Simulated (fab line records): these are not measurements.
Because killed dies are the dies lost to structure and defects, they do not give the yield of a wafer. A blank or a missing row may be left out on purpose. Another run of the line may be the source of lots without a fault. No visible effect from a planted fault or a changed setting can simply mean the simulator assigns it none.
The tool behind it: which one?	flow nandHarc	12 lots with 36 wafers sampled at 3 steps, on a route of 1302 steps

== WHAT THE GAUGES READ, wafer by wafer ==
NHARC_A_SOURCE_PLATE_THK_MEAS_09: measures by ellipsometry.
lot	measured	on	thkNm (nm)
L074	day 7 07:52	filmMetro-01	11.5 9.3 11.0
L077	day 8 13:23	filmMetro-01	11.1 10.4 11.1
L079	day 9 08:17	filmMetro-02	9.6 10.5 9.7
L081	day 10 05:41	filmMetro-02	7.8 10.9 9.5
L083	day 10 20:32	filmMetro-01	9.2 7.9 10.8
L085	day 11 20:39	filmMetro-01	10.6 11.3 8.5
L087	day 12 06:48	filmMetro-02	9.7 10.6 9.7
L089	day 13 08:46	filmMetro-02	9.6 9.1 9.6
L091	day 14 09:47	filmMetro-02	9.6 9.3 10.6
L093	day 15 03:29	filmMetro-02	11.6 10.0 9.7
L095	day 15 20:10	filmMetro-02	9.1 8.1 10.5
L097	day 16 13:13	filmMetro-02	8.8 8.5 11.1

== TOOL THAT RAN EACH LOT (tool first, then ch and the chambers of the sampled wafers, then the start) ==
lot	NHARC_A_ZERO_WELL_ETCH_19	NHARC_A_ZERO_WELL_ETCH_13
L074	rieDiel-10 ch 1,2,3, day 7 01:08	rieSi-04 ch 0,2, day 7 01:14
L077	rieDiel-09 ch 1,2,3, day 8 03:39	rieSi-02 ch 0,1, day 8 03:46
L079	rieDiel-05 ch 0,2,3, day 8 23:44	rieSi-02 ch 1,2,3, day 8 23:52
L081	rieDiel-09 ch 1,2,3, day 9 21:08	rieSi-02 ch 0,1,3, day 9 21:16
L083	rieDiel-09 ch 0,2,3, day 10 11:33	rieSi-04 ch 0,2,3, day 10 11:40
L085	rieDiel-05 ch 0,3, day 11 10:56	rieSi-02 ch 2,3, day 11 11:04
L087	rieDiel-09 ch 0,2,3, day 12 01:15	rieSi-02 ch 1,2, day 12 01:22
L089	rieDiel-09 ch 0,1,2, day 13 01:56	rieSi-04 ch 0,2,3, day 13 02:05
L091	rieDiel-09 ch 0,1,2, day 14 01:07	rieSi-03 ch 1,2, day 14 01:14
L093	rieDiel-09 ch 0,2,3, day 14 18:52	rieSi-03 ch 0,1,3, day 14 19:01
L095	rieDiel-05 ch 0,1,3, day 15 10:50	rieSi-03 ch 0,1,3, day 15 10:58
L097	rieDiel-05 ch 1,3, day 16 04:38	rieSi-04 ch 1,2, day 16 04:45
- NHARC_A_ZERO_WELL_ETCH_19: etches the open film in N2/H2, target depth 80 nm, overetch 24 nm, time 87.88 s.
- NHARC_A_ZERO_WELL_ETCH_13: etches the open film in HBr/Cl2, target depth 120 nm, time 40.1 s.

== THE ANSWER, worked out from the rows above alone ==
Rule: what is usual is taken from the lots themselves. The widest of any qualifying gaps counts: lots, ordered by their means at a reading, are off when they make up no more than a third of the lots, leave a main group of 4 or more, and stand apart from it by 3 or more times the standard deviation of that group's means. The tables above print the reading to a certain number of digits; a main group whose means all agree to those digits is not used. Also off: a lot with no number at a reading for which 4 or more lots have one. Any other lot the step has rows for is counted as sound.
No lot is off at any reading shown: from this, nothing can be told.

== WHAT THE SIMULATOR HAD PUT IN ==
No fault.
